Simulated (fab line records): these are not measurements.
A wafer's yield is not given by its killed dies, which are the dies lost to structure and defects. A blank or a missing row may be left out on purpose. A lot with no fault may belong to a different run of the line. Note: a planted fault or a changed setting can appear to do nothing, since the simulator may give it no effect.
Comparing a struck lot with a sound one -- flow n5_finfet -- 14 steps out of a route of 1938
Sound: wafers L180.2, L180.3, L180.6. The struck wafers were L186.1, L186.2, L186.3. The cause is given at the end.
Order at every step that has rows: each side's tool, ch and its chambers, its first start. Under that, the readings that differ: sound wafers -- struck wafers -- difference of the means -- sigmas: that difference in standard deviations of wafers without a fault.
alike: a reading whose means differ by less than 2 such deviations, as well as words and numbers matching on both sides. not compared: withheld readings; readings where some wafer has no value; bounds like >300 that might hide an equal value; numbers whose values overlap and for which the record gives no deviation.
The two part at a step that has a row with sigmas, a row that says differs or no value, or rows on one side only. Non-overlapping numbers with no deviation appear without sigmas and do not part them. A reading missing from all wafers of one side parts the sides only when that side holds two or more wafers.

first, 2 steps without rows for these wafers: N5_BEOL_M2_STRIP_65 (strips in N2/H2); N5_BEOL_M2_STRIP_75 (strips in N2/H2).
N5_BEOL_M2_STRIP_66: strips in CF4.
  sound on rie_diel-04 ch 1,2,3, day 6 15:28; struck on rie_diel-04 ch 0,1,3, day 8 12:17
  alike: drypump_motor_current_A, oes_product_au, rf_vpp_V, showerhead_plenum_p_Torr, throttle_valve_pct
  not compared: rf_hours_counter_h
N5_BEOL_M2_HM_OPEN_17: chemistry Cl2/BCl3, target TiN, target depth 20 nm, overetch 6 nm.
  sound on rie_metal-02 ch 0,1, day 6 15:30; struck on rie_metal-01 ch 0,1, day 8 12:19
  alike: bias_w, drypump_motor_current_A, oes_product_au, throttle_valve_pct
  not compared: rf_hours_counter_h
N5_BEOL_M2_STRIP_19: strips in O2.
  sound on rie_diel-06 ch 1,3, day 6 15:37; struck on rie_diel-02 ch 0,1,3, day 8 12:26
  alike: drypump_motor_current_A, oes_product_au, rf_vpp_V, showerhead_plenum_p_Torr, throttle_valve_pct
  not compared: rf_hours_counter_h
N5_BEOL_M2_CD_MEAS_18: pitch 36 nm, target cd 18 nm.
  sound: cd_sem-02 at day 6 15:41; struck: cd_sem-03 at day 8 12:30
  alike: cd_nm
then, 6 steps without rows for these wafers: N5_BEOL_M2_COAT_67 (time 60 s, resist thk 60 nm); N5_BEOL_M2_COAT_68 (time 60 s, resist thk 12 nm); N5_BEOL_M2_COAT_76 (time 60 s, resist thk 5 nm); N5_BEOL_M2_COAT_22 (resist thk 30 nm); N5_BEOL_M2_EBR_24; N5_BEOL_M2_SOFTBAKE_23 (time 60 s).
N5_BEOL_M2_EXPOSE_25: exposes mask V1, defocus 5 nm.
  sound on euv_scanner-01 ch 0, day 6 15:59; struck on euv_scanner-01, day 8 12:48
  no value came back on the struck wafers for dipole_opening_deg (degrees), exposure_dose_mJ_cm2; on the sound wafers dipole_opening_deg (degrees) reads 30 30 30
  alike: mask
then, 1 step without rows for these wafers: N5_BEOL_M2_PEB_26 (peb time 60 s).

== WHERE THEY PART ==
Only at N5_BEOL_M2_EXPOSE_25, within this record.

WHY: what had been put in by the simulator
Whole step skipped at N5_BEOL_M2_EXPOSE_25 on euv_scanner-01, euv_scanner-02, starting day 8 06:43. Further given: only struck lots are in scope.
